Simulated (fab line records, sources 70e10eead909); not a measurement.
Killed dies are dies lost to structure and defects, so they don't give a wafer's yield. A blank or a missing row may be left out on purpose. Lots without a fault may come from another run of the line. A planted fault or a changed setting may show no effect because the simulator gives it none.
Which tool did it? | flow nand_harc | 6 lots, 18 wafers sampled, at 2 steps of a route of 1159

WHAT THE GAUGES READ, wafer by wafer
NHARC_A_ONON_D1_THK_MEAS_34: measures by ellipsometry.
lot  | measured     | on            | thk_nm (nm)
L948 | day 8 02:58  | film_metro-01 | 200 205 201
L956 | day 10 04:17 | film_metro-01 | 196 202 201
L957 | day 10 10:11 | film_metro-02 | 203 202 200
L961 | day 11 08:04 | film_metro-02 | 198 200 202
L964 | day 12 09:08 | film_metro-01 | 197 198 201
L969 | day 13 08:41 | film_metro-02 | 200 202 206

WHICH TOOL RAN EACH LOT (tool, then ch and the chambers of the sampled wafers, then the start)
lot  | NHARC_A_ONON_D1_DEP_33
L948 | pecvd-04 ch 0,1, day 8 02:34
L956 | pecvd-01 ch 0,2, day 10 03:55
L957 | pecvd-01 ch 0,1,2, day 10 09:46
L961 | pecvd-02 ch 0,1, day 11 07:38
L964 | pecvd-01 ch 0,1,2, day 12 08:44
L969 | pecvd-01 ch 0,1,2, day 13 08:21
- NHARC_A_ONON_D1_DEP_33: deposits SiO2, target thk 200 nm.

THE ANSWER, worked out from the rows above alone
Rule: what is usual is taken from the lots themselves. Put in order of their means at a reading, lots are off if they are a third of the lots or fewer, leave a main group of 4 or more, and stand apart from it by a gap of 3 or more times the standard deviation of the main group's means; of several such gaps the widest counts. A main group whose means are all the same, to the digits that the tables above print for the reading, isn't used. A lot without any number at a reading at which 4 lots or more have one is off too. The other lots that the step has rows for count as sound.
No lot is off at any reading shown: from this, nothing can be told.

WHAT THE SIMULATOR HAD PUT IN
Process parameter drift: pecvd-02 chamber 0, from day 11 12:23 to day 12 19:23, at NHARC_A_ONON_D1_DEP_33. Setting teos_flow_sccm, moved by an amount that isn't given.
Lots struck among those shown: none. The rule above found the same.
